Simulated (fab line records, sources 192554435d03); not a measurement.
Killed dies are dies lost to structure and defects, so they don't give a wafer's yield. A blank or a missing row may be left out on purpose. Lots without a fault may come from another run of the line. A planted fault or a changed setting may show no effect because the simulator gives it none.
A struck lot beside a sound one | flow n5_finfet | 16 steps out of a route of 1938
Sound: wafers L604.2, L604.4, L604.6. Struck: wafer L607.2. (L607.4 of the same lot was not struck and is left out.) The cause comes at the end.
At each step with rows: each side's tool, then ch and its chambers, then its first start. Under that, the readings that differ: sound wafers | struck wafers | difference of the means | sigmas: that difference in standard deviations of wafers without a fault.
alike: readings whose means differ by less than 2 such deviations, and words and numbers that are the same on both sides. not compared: withheld readings, readings that some wafer has no value for, bounds like >300 that may hide the same value, and numbers for which the record gives no deviation and whose values overlap.
The two part at a step that has a row with sigmas, a row that says differs or no value, or rows on one side only. Numbers that don't overlap but have no deviation are shown without sigmas and don't part them. A reading that every wafer of one side lacks parts them only if that side has two wafers or more.

first, 4 steps without rows for these wafers: N5_BEOL_M3_SOFTBAKE_23 (time 60 s); N5_BEOL_M3_EXPOSE_25 (exposes mask V2, defocus 5 nm); N5_BEOL_M3_PEB_26 (peb time 60 s); N5_BEOL_M3_DEVELOP_27 (develop time 30 s).
N5_BEOL_M3_CD_MEAS_28: target cd 25.7 nm, target cd y 23.3 nm.
  sound on cd_sem-03 ch 0, day 9 03:21; struck on cd_sem-01 ch 0, day 9 20:38
  reading    | sound             | struck | difference | sigmas
  cd_nm (nm) | 25.60 25.61 25.64 | 26.14  | +0.52      | +2
N5_BEOL_M3_OVL_MEAS_29:
  sound on overlay-01 ch 0, day 9 03:23; struck on overlay-01 ch 0, day 9 20:41
  reading     | sound       | struck | difference | sigmas
  V2_OVL (nm) | 1.3 0.1 1.4 | -0.6   | -1.5       | -2
N5_BEOL_M3_INSPECT_30: inspects for defects (brightfield).
  sound on defect_inspect-02, day 9 03:26; struck on defect_inspect-01, day 9 20:44
  alike: raw_defect_count
N5_BEOL_M3_DESCUM_33: chemistry O2, time 7 s.
  sound on rie_diel-06 ch 1,2,3, day 9 03:28; struck on rie_diel-01 ch 3, day 9 20:46
  alike: drypump_motor_current_A, oes_product_au, rf_vpp_V, showerhead_plenum_p_Torr, throttle_valve_pct
  not compared: rf_hours_counter_h
N5_BEOL_M3_ETCH_77: etches underlayer in N2/H2, target depth 6.5 nm, time 5.2 s.
  sound on rie_diel-06 ch 1,2,3, day 9 03:31; struck on rie_diel-01 ch 3, day 9 20:48
  alike: drypump_motor_current_A, etch_rf_on_time_s, oes_product_au, rf_vpp_V, showerhead_plenum_p_Torr, throttle_valve_pct
  not compared: rf_hours_counter_h
N5_BEOL_M3_ETCH_69: etches SiARC in CF4, target depth 15.6 nm, time 26 s.
  sound on rie_diel-06 ch 1,2,3, day 9 03:32; struck on rie_diel-01 ch 3, day 9 20:49
  reading            | sound                | struck | difference | sigmas
  mfc_ar_sccm (sccm) | 100.61 100.06 100.54 | 99.81  | -0.59      | -2
  alike: drypump_motor_current_A, etch_rf_on_time_s, oes_product_au, rf_vpp_V, showerhead_plenum_p_Torr, throttle_valve_pct
  not compared: rf_hours_counter_h
N5_BEOL_M3_ALD_98: deposits SiO2, target thk 2.5 nm, pulse time 1 s, co reactant pulse time 1 s.
  sound on ald_sin-03 ch 2,3, day 9 03:37; struck on ald_sin-01 ch 1, day 9 20:55
  alike: heater_power_w, precursor_pulse_height_rel
N5_BEOL_M3_ETCHBACK_99: etches SiO2 in CHF3, target depth 5 nm, time 10.4 s.
  sound on rie_diel-06 ch 2,3, day 9 05:25; struck on rie_diel-01 ch 1, day 9 23:24
  reading                     | sound       | struck | difference | sigmas
  drypump_motor_current_A (A) | 5.2 5.5 5.2 | 6.4    | +1.1       | +3
  alike: mfc_ar_sccm, oes_product_au, rf_vpp_V, showerhead_plenum_p_Torr, throttle_valve_pct
  not compared: rf_hours_counter_h
N5_BEOL_M3_ETCH_70: etches SOC in N2/H2, target depth 80 nm, overetch 16 nm, time 120 s.
  sound on rie_diel-06 ch 2,3, day 9 05:26; struck on rie_diel-01 ch 1, day 9 23:26
  reading                                    | sound             | struck | difference | sigmas
  drypump_motor_current_A (A)                | 5.2 5.5 5.2       | 6.4    | +1.1       | +3
  oes_product_au (a.u.)                      | 0.54 0.66 0.55    | 0.87   | +0.29      | +4
  run_length_s (s)                           | 142.8 144.0 142.7 | 100.2  | -43.0      | -90
  model.SiARC_of_BEOL_M3_COAT_68.thk_nm (nm) | 6.4 6.2 6.4       | 8.4    | +2.1       |
  alike: rf_vpp_V, showerhead_plenum_p_Torr, throttle_valve_pct
  not compared: rf_hours_counter_h
then, 1 step without rows for these wafers: N5_BEOL_M3_STRIP_71 (strips in N2/H2).
N5_BEOL_M4_RC_MEAS_101:
  sound on prober-01 ch 0, day 9 20:07; struck on prober-01 ch 0, day 10 20:49
  alike: DIBL_N, DIBL_P, IOFF_N, IOFF_P, ION_N, ION_P, SS_N, SS_P, VT_N, VT_P
-- the record jumps here: 4 days lie between the struck wafers' starts before and after (it left off in module BEOL_M4 and takes up again in module PASSIVATION, whose first step shown is number 1936 of the route) --
N5_PASSIVATION_PROBE_49:
  sound on prober-01, day 14 01:29; struck on prober-01, day 15 01:33
  reading            | sound    | struck | difference | sigmas
  killed_at_M0_to_M3 | 39 55 51 | 23     | -25        | -2
  killed_short       | 41 49 49 | 30     | -16        | -2
  alike: defect_limited_yield, killed_at_M4_up, killed_at_contacts, killed_at_front_end, killed_at_other, killed_dies, killed_on_rim, killed_open, sort_bin_5_function, sort_bin_6_memory, sort_bin_8_speed, sort_n_pass, sort_yield_pct

WHERE THEY PART
First at N5_BEOL_M3_CD_MEAS_28; last, within this record, at N5_PASSIVATION_PROBE_49.

WHY: what the simulator had put in
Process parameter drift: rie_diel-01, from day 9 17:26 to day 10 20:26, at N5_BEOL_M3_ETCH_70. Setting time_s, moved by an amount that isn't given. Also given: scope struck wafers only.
